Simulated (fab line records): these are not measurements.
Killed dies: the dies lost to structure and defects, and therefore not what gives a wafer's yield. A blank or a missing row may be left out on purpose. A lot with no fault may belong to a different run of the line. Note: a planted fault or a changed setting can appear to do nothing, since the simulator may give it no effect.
Which of the tools did it? + flow nandHarc + 24 lots with 72 wafers sampled at 6 steps, on a route of 1302 steps

## WHAT THE GAUGES READ, wafer by wafer
NHARC_P_M2_INSPECT_27. Usual: rawDefectCount 318, standard deviation 130.
| lot  | measured     | on               | rawDefectCount | flag |
|------|--------------|------------------|----------------|------|
| L074 | day 7 03:38  | defectInspect-01 | 238 256 126    |      |
| L075 | day 7 05:17  | defectInspect-02 | 510 177 232    |      |
| L076 | day 7 12:17  | defectInspect-01 | 613 652 359    |      |
| L077 | day 7 16:35  | defectInspect-02 | 356 297 277    |      |
| L078 | day 8 05:42  | defectInspect-02 | 152 145 262    |      |
| L079 | day 8 17:14  | defectInspect-02 | 242 283 214    |      |
| L080 | day 9 02:43  | defectInspect-02 | 164 165 257    |      |
| L081 | day 9 15:01  | defectInspect-01 | 154 303 259    |      |
| L082 | day 10 04:07 | defectInspect-01 | 329 333 562    |      |
| L083 | day 10 07:56 | defectInspect-02 | 521 335 245    |      |
| L084 | day 10 22:43 | defectInspect-02 | 146 310 151    |      |
| L085 | day 11 07:48 | defectInspect-02 | 390 288 291    |      |
| L086 | day 11 10:22 | defectInspect-01 | 578 198 258    |      |
| L087 | day 11 21:13 | defectInspect-02 | 588 416 329    |      |
| L089 | day 12 19:20 | defectInspect-01 | 390 338 476    |      |
| L088 | day 12 20:42 | defectInspect-02 | 359 186 220    |      |
| L090 | day 13 13:43 | defectInspect-02 | 427 460 481    |      |
| L091 | day 13 14:28 | defectInspect-01 | 346 327 649    |      |
| L092 | day 14 07:23 | defectInspect-02 | 264 251 384    |      |
| L093 | day 14 12:18 | defectInspect-01 | 230 285 275    |      |
| L095 | day 15 00:37 | defectInspect-01 | 139 182 136    |      |
| L094 | day 15 01:40 | defectInspect-02 | 519 604 322    |      |
| L096 | day 15 14:32 | defectInspect-02 | 320 452 218    |      |
| L097 | day 16 02:23 | defectInspect-02 | 270 345 280    |      |

NHARC_P_BONDPAD_CD_MEAS_09: target cd 500 nm. Usual: cdNm 501.1 nm, standard deviation 1.3.
| lot  | measured     | on       | cdNm (nm)         | flag |
|------|--------------|----------|-------------------|------|
| L074 | day 7 05:22  | cdSem-03 | 503.5 501.1 501.7 |      |
| L075 | day 7 07:07  | cdSem-01 | 504.2 500.0 501.8 |      |
| L076 | day 7 13:59  | cdSem-02 | 501.4 501.2 502.0 |      |
| L077 | day 7 18:16  | cdSem-02 | 499.2 500.1 498.6 |      |
| L078 | day 8 07:21  | cdSem-03 | 502.4 502.7 504.0 |      |
| L079 | day 8 19:02  | cdSem-03 | 500.6 499.8 499.6 |      |
| L080 | day 9 04:31  | cdSem-03 | 503.5 503.7 501.1 |      |
| L081 | day 9 16:50  | cdSem-03 | 500.4 502.5 499.4 |      |
| L082 | day 10 05:46 | cdSem-03 | 500.5 500.3 500.0 |      |
| L083 | day 10 09:34 | cdSem-02 | 503.1 499.2 500.6 |      |
| L084 | day 11 00:31 | cdSem-03 | 501.4 498.1 498.7 |      |
| L085 | day 11 09:28 | cdSem-03 | 503.0 502.4 504.0 |      |
| L086 | day 11 12:17 | cdSem-02 | 502.0 501.5 502.6 |      |
| L087 | day 11 22:53 | cdSem-02 | 501.3 501.8 501.7 |      |
| L089 | day 12 21:08 | cdSem-01 | 501.6 503.4 503.5 |      |
| L088 | day 12 22:29 | cdSem-03 | 501.1 501.3 500.3 |      |
| L090 | day 13 15:22 | cdSem-03 | 502.4 502.1 501.9 |      |
| L091 | day 13 16:15 | cdSem-01 | 500.6 500.6 500.4 |      |
| L092 | day 14 09:11 | cdSem-03 | 500.6 502.6 500.8 |      |
| L093 | day 14 14:04 | cdSem-03 | 501.7 501.1 502.4 |      |
| L095 | day 15 02:24 | cdSem-02 | 501.8 500.5 500.1 |      |
| L094 | day 15 03:27 | cdSem-01 | 501.1 499.2 501.7 |      |
| L096 | day 15 16:20 | cdSem-01 | 500.0 500.4 499.6 |      |
| L097 | day 16 04:11 | cdSem-01 | 502.2 500.9 501.1 |      |

NHARC_P_BONDPAD_THK_MEAS_20: measures by xrf. Usual: thkNm 161.3 nm, standard deviation 1.5.
| lot  | measured     | on           | thkNm (nm)        | flag |
|------|--------------|--------------|-------------------|------|
| L074 | day 7 08:04  | filmMetro-02 | 163.1 161.4 163.8 |      |
| L075 | day 7 09:44  | filmMetro-01 | 164.7 161.1 164.6 |      |
| L076 | day 7 16:35  | filmMetro-02 | 162.3 162.7 160.5 |      |
| L077 | day 7 20:52  | filmMetro-01 | 163.7 162.7 165.3 |      |
| L078 | day 8 10:00  | filmMetro-01 | 163.2 163.7 161.7 |      |
| L079 | day 8 22:04  | filmMetro-02 | 159.4 162.5 162.3 |      |
| L080 | day 9 07:12  | filmMetro-01 | 160.8 161.7 160.2 |      |
| L081 | day 9 19:25  | filmMetro-02 | 160.1 163.4 160.9 |      |
| L082 | day 10 08:23 | filmMetro-02 | 161.4 158.2 161.1 |      |
| L083 | day 10 12:12 | filmMetro-01 | 162.2 162.5 161.7 |      |
| L084 | day 11 03:04 | filmMetro-01 | 158.8 160.6 161.5 |      |
| L085 | day 11 12:01 | filmMetro-01 | 161.3 160.2 160.3 |      |
| L086 | day 11 14:54 | filmMetro-02 | 162.1 161.9 162.7 |      |
| L087 | day 12 01:26 | filmMetro-01 | 161.8 163.2 161.6 |      |
| L089 | day 12 23:44 | filmMetro-02 | 159.5 158.8 158.1 |      |
| L088 | day 13 01:02 | filmMetro-02 | 161.8 163.0 160.9 |      |
| L090 | day 13 17:55 | filmMetro-02 | 161.5 161.3 158.0 |      |
| L091 | day 13 18:48 | filmMetro-01 | 160.2 159.7 161.4 |      |
| L092 | day 14 11:44 | filmMetro-02 | 160.7 159.8 162.0 |      |
| L093 | day 14 16:38 | filmMetro-01 | 162.9 161.5 162.8 |      |
| L095 | day 15 04:58 | filmMetro-01 | 158.3 159.6 158.9 |      |
| L094 | day 15 06:00 | filmMetro-02 | 160.7 160.3 161.7 |      |
| L096 | day 15 18:53 | filmMetro-02 | 161.5 159.9 160.4 |      |
| L097 | day 16 06:44 | filmMetro-01 | 159.9 160.8 160.8 |      |

## WHAT TOOL EACH LOT RAN ON (gives the tool, then ch and the chambers of the sampled wafers, and finally the start)
| lot  | NHARC_P_M2_ETCH_35                | NHARC_P_BONDPAD_DESCUM_11         | NHARC_P_BONDPAD_PVD_17                 |
|------|-----------------------------------|-----------------------------------|----------------------------------------|
| L074 | rieDiel-05 ch 0,2,3, day 7 01:06  | rieDiel-08 ch 0,2,3, day 7 05:34  | pvdSputter-01, day 7 08:04 or earlier  |
| L075 | rieDiel-12 ch 0,1,2, day 7 02:35  | rieDiel-06 ch 0,1, day 7 07:19    | pvdSputter-01, day 7 09:44 or earlier  |
| L076 | rieDiel-13 ch 0,1, day 7 09:22    | rieDiel-08 ch 1,2,3, day 7 14:12  | pvdSputter-03, day 7 16:35 or earlier  |
| L077 | rieDiel-05 ch 0,3, day 7 14:01    | rieDiel-02 ch 0,2, day 7 18:29    | pvdSputter-03, day 7 20:52 or earlier  |
| L078 | rieDiel-05 ch 0,2,3, day 8 03:11  | rieDiel-08 ch 0,1,2, day 8 07:34  | pvdSputter-02, day 8 10:00 or earlier  |
| L079 | rieDiel-13 ch 1,2,3, day 8 14:40  | rieDiel-08 ch 0,1,3, day 8 19:14  | pvdSputter-02, day 8 22:04 or earlier  |
| L080 | rieDiel-12 ch 2,3, day 9 00:08    | rieDiel-06 ch 0,2,3, day 9 04:44  | pvdSputter-02, day 9 07:12 or earlier  |
| L081 | rieDiel-13 ch 0,1,2, day 9 12:31  | rieDiel-06 ch 0,1,3, day 9 17:03  | pvdSputter-01, day 9 19:25 or earlier  |
| L082 | rieDiel-13 ch 0,1,3, day 10 01:35 | rieDiel-08 ch 0,2,3, day 10 05:59 | pvdSputter-01, day 10 08:23 or earlier |
| L083 | rieDiel-13 ch 0,1, day 10 05:28   | rieDiel-02 ch 0,1, day 10 09:47   | pvdSputter-02, day 10 12:12 or earlier |
| L084 | rieDiel-12 ch 0,2,3, day 10 20:10 | rieDiel-02 ch 2,3, day 11 00:44   | pvdSputter-02, day 11 03:04 or earlier |
| L085 | rieDiel-12 ch 0,1, day 11 05:19   | rieDiel-08 ch 0,3, day 11 09:41   | pvdSputter-01, day 11 12:01 or earlier |
| L086 | rieDiel-13 ch 2,3, day 11 07:53   | rieDiel-02 ch 2,3, day 11 12:30   | pvdSputter-01, day 11 14:54 or earlier |
| L087 | rieDiel-12 ch 0,1, day 11 18:43   | rieDiel-02 ch 0,1,3, day 11 23:06 | pvdSputter-03, day 12 01:26 or earlier |
| L089 | rieDiel-12 ch 0,1,3, day 12 16:51 | rieDiel-06 ch 0,1,3, day 12 21:20 | pvdSputter-03, day 12 23:44 or earlier |
| L088 | rieDiel-13 ch 0,1,2, day 12 18:14 | rieDiel-08 ch 0,2, day 12 22:41   | pvdSputter-01, day 13 01:02 or earlier |
| L090 | rieDiel-12 ch 0,3, day 13 11:10   | rieDiel-08 ch 0,2, day 13 15:35   | pvdSputter-03, day 13 17:55 or earlier |
| L091 | rieDiel-12 ch 0,2,3, day 13 11:59 | rieDiel-08 ch 1,2,3, day 13 16:28 | pvdSputter-01, day 13 18:48 or earlier |
| L092 | rieDiel-12 ch 0,1,3, day 14 04:55 | rieDiel-02 ch 0,1,2, day 14 09:23 | pvdSputter-03, day 14 11:44 or earlier |
| L093 | rieDiel-05 ch 0,1,3, day 14 09:49 | rieDiel-02 ch 0,2,3, day 14 14:17 | pvdSputter-02, day 14 16:38 or earlier |
| L095 | rieDiel-13 ch 0,1, day 14 22:07   | rieDiel-06 ch 0,1,2, day 15 02:38 | pvdSputter-01, day 15 04:58 or earlier |
| L094 | rieDiel-12 ch 1,2,3, day 14 23:11 | rieDiel-08 ch 0,2,3, day 15 03:40 | pvdSputter-02, day 15 06:00 or earlier |
| L096 | rieDiel-05 ch 0,3, day 15 12:03   | rieDiel-08 ch 0,3, day 15 16:32   | pvdSputter-02, day 15 18:53 or earlier |
| L097 | rieDiel-12 ch 0,1,3, day 15 23:49 | rieDiel-08 ch 0,1,3, day 16 04:23 | pvdSputter-02, day 16 06:44 or earlier |
- NHARC_P_M2_ETCH_35: etches the open film in N2/H2, target depth 40 nm, overetch 12 nm, time 43.94 s.
- NHARC_P_BONDPAD_DESCUM_11: chemistry O2, time 3 s.
- NHARC_P_BONDPAD_PVD_17: deposits TaN, target thk 5 nm, time 8.06 s.

## AS READ BY THE TOOLS THEMSELVES (means over the sampled wafers that have a number; for cases with no such wafer, the mark the record gives instead)
NHARC_P_M2_ETCH_35. Usual: drypumpMotorCurrentA 5.6 A, standard deviation 0.45; oesProductAu 1.000 a.u., standard deviation 0.0087; rfVppV 429.2 V, standard deviation 2.3; showerheadPlenumPTorr 1.99 Torr, standard deviation 0.078; throttleValvePct 14.171 %, standard deviation 0.0088.
| lot  | tool       | drypumpMotorCurrentA (A) | oesProductAu (a.u.) | rfVppV (V) | showerheadPlenumPTorr (Torr) | throttleValvePct (%) | flag |
|------|------------|--------------------------|---------------------|------------|------------------------------|----------------------|------|
| L074 | rieDiel-05 | 5.2                      | 1.000               | 430.0      | 2.04                         | 14.172               |      |
| L075 | rieDiel-12 | 5.7                      | 1.011               | 427.5      | 1.96                         | 14.178               |      |
| L076 | rieDiel-13 | 5.5                      | 1.012               | 428.2      | 1.95                         | 14.178               |      |
| L077 | rieDiel-05 | 5.3                      | 0.991               | 430.3      | 2.03                         | 14.172               |      |
| L078 | rieDiel-05 | 5.2                      | 1.000               | 430.2      | 2.04                         | 14.173               |      |
| L079 | rieDiel-13 | 5.4                      | 0.999               | 429.0      | 1.98                         | 14.178               |      |
| L080 | rieDiel-12 | 6.0                      | 1.005               | 427.4      | 1.94                         | 14.171               |      |
| L081 | rieDiel-13 | 5.7                      | 0.994               | 429.6      | 1.99                         | 14.170               |      |
| L082 | rieDiel-13 | 5.7                      | 0.997               | 428.3      | 1.95                         | 14.178               |      |
| L083 | rieDiel-13 | 6.0                      | 0.992               | 427.8      | 1.96                         | 14.176               |      |
| L084 | rieDiel-12 | 6.0                      | 0.996               | 428.2      | 1.96                         | 14.168               |      |
| L085 | rieDiel-12 | 5.6                      | 1.002               | 429.0      | 1.98                         | 14.168               |      |
| L086 | rieDiel-13 | 5.5                      | 1.002               | 430.6      | 2.02                         | 14.169               |      |
| L087 | rieDiel-12 | 5.8                      | 1.002               | 428.6      | 1.98                         | 14.168               |      |
| L089 | rieDiel-12 | 5.8                      | 1.002               | 429.8      | 1.99                         | 14.166               |      |
| L088 | rieDiel-13 | 5.6                      | 0.996               | 428.5      | 1.99                         | 14.171               |      |
| L090 | rieDiel-12 | 6.1                      | 0.997               | 428.3      | 1.98                         | 14.164               |      |
| L091 | rieDiel-12 | 6.0                      | 1.006               | 428.3      | 1.96                         | 14.169               |      |
| L092 | rieDiel-12 | 5.9                      | 0.999               | 429.6      | 1.99                         | 14.181               |      |
| L093 | rieDiel-05 | 5.2                      | 0.995               | 432.4      | 2.10                         | 14.175               |      |
| L095 | rieDiel-13 | 5.5                      | 0.993               | 428.2      | 1.95                         | 14.167               |      |
| L094 | rieDiel-12 | 5.8                      | 0.983               | 428.4      | 1.97                         | 14.165               |      |
| L096 | rieDiel-05 | 5.2                      | 0.995               | 431.3      | 2.03                         | 14.162               |      |
| L097 | rieDiel-12 | 5.8                      | 1.004               | 428.9      | 1.98                         | 14.175               |      |

NHARC_P_BONDPAD_DESCUM_11. Usual: drypumpMotorCurrentA 5.7 A, standard deviation 0.48; oesProductAu 1.001 a.u., standard deviation 0.0079; rfVppV 57.8 V, standard deviation 0.87; showerheadPlenumPTorr 1.91 Torr, standard deviation 0.079; throttleValvePct 11.312 %, standard deviation 0.0087.
| lot  | tool       | drypumpMotorCurrentA (A) | oesProductAu (a.u.) | rfVppV (V) | showerheadPlenumPTorr (Torr) | throttleValvePct (%) | flag |
|------|------------|--------------------------|---------------------|------------|------------------------------|----------------------|------|
| L074 | rieDiel-08 | 5.7                      | 1.006               | 57.4       | 1.86                         | 11.312               |      |
| L075 | rieDiel-06 | 5.9                      | 1.005               | 57.8       | 1.93                         | 11.323               |      |
| L076 | rieDiel-08 | 5.6                      | 0.997               | 57.8       | 1.92                         | 11.314               |      |
| L077 | rieDiel-02 | 5.9                      | 1.002               | 57.5       | 1.96                         | 11.311               |      |
| L078 | rieDiel-08 | 5.3                      | 1.002               | 58.0       | 1.89                         | 11.306               |      |
| L079 | rieDiel-08 | 5.7                      | 1.001               | 57.6       | 1.93                         | 11.306               |      |
| L080 | rieDiel-06 | 5.8                      | 0.995               | 57.6       | 1.93                         | 11.315               |      |
| L081 | rieDiel-06 | 5.6                      | 0.991               | 57.7       | 1.97                         | 11.319               |      |
| L082 | rieDiel-08 | 5.7                      | 0.999               | 58.0       | 1.86                         | 11.318               |      |
| L083 | rieDiel-02 | 5.7                      | 1.009               | 58.3       | 1.95                         | 11.313               |      |
| L084 | rieDiel-02 | 6.0                      | 1.005               | 57.6       | 1.92                         | 11.311               |      |
| L085 | rieDiel-08 | 5.8                      | 1.003               | 57.8       | 1.87                         | 11.305               |      |
| L086 | rieDiel-02 | 6.0                      | 1.006               | 58.2       | 1.92                         | 11.315               |      |
| L087 | rieDiel-02 | 5.8                      | 1.005               | 57.7       | 1.92                         | 11.318               |      |
| L089 | rieDiel-06 | 5.6                      | 0.988               | 58.4       | 1.97                         | 11.313               |      |
| L088 | rieDiel-08 | 5.4                      | 1.008               | 57.9       | 1.83                         | 11.320               |      |
| L090 | rieDiel-08 | 5.2                      | 1.001               | 56.6       | 1.81                         | 11.315               |      |
| L091 | rieDiel-08 | 5.6                      | 1.002               | 58.7       | 1.92                         | 11.310               |      |
| L092 | rieDiel-02 | 5.9                      | 1.006               | 57.3       | 1.93                         | 11.307               |      |
| L093 | rieDiel-02 | 5.9                      | 1.010               | 57.1       | 1.94                         | 11.307               |      |
| L095 | rieDiel-06 | 6.1                      | 0.993               | 57.8       | 1.88                         | 11.302               |      |
| L094 | rieDiel-08 | 5.7                      | 1.003               | 58.3       | 1.86                         | 11.308               |      |
| L096 | rieDiel-08 | 5.8                      | 0.993               | 58.0       | 1.87                         | 11.306               |      |
| L097 | rieDiel-08 | 5.7                      | 1.008               | 57.8       | 1.93                         | 11.322               |      |

NHARC_P_BONDPAD_PVD_17. Usual: throttleValvePct 30.4 %, standard deviation 1.1.
| lot  | tool          | throttleValvePct (%) | flag |
|------|---------------|----------------------|------|
| L074 | pvdSputter-01 | 30.1                 |      |
| L075 | pvdSputter-01 | 30.1                 |      |
| L076 | pvdSputter-03 | 30.0                 |      |
| L077 | pvdSputter-03 | 29.9                 |      |
| L078 | pvdSputter-02 | 30.5                 |      |
| L079 | pvdSputter-02 | 30.5                 |      |
| L080 | pvdSputter-02 | 31.5                 |      |
| L081 | pvdSputter-01 | 30.2                 |      |
| L082 | pvdSputter-01 | 30.2                 |      |
| L083 | pvdSputter-02 | 31.2                 |      |
| L084 | pvdSputter-02 | 30.5                 |      |
| L085 | pvdSputter-01 | 30.1                 |      |
| L086 | pvdSputter-01 | 30.3                 |      |
| L087 | pvdSputter-03 | 29.7                 |      |
| L089 | pvdSputter-03 | 29.5                 |      |
| L088 | pvdSputter-01 | 29.0                 |      |
| L090 | pvdSputter-03 | 29.8                 |      |
| L091 | pvdSputter-01 | 30.2                 |      |
| L092 | pvdSputter-03 | 30.4                 |      |
| L093 | pvdSputter-02 | 31.0                 |      |
| L095 | pvdSputter-01 | 28.8                 |      |
| L094 | pvdSputter-02 | 30.4                 |      |
| L096 | pvdSputter-02 | 31.3                 |      |
| L097 | pvdSputter-02 | 31.6                 |      |

## THE ANSWER, worked out from the rows above alone
Rule: a lot counts as off when the mean over its wafers that have a number is more than 3 standard deviations away from the usual mean. A lot without any number at a reading at which 4 lots or more have one is off too. Where the step has rows for the other lots, those lots are counted as sound. First the gauges in route order, then the tools' own readings, where a lot's mean is used as printed above. The first step at which some lot is off is used, and at that step the reading that is off furthest; a lot without a number counts as furthest.
No lot is off on any of the readings shown, so nothing can be concluded from this.

## WHAT THE SIMULATOR PUT IN
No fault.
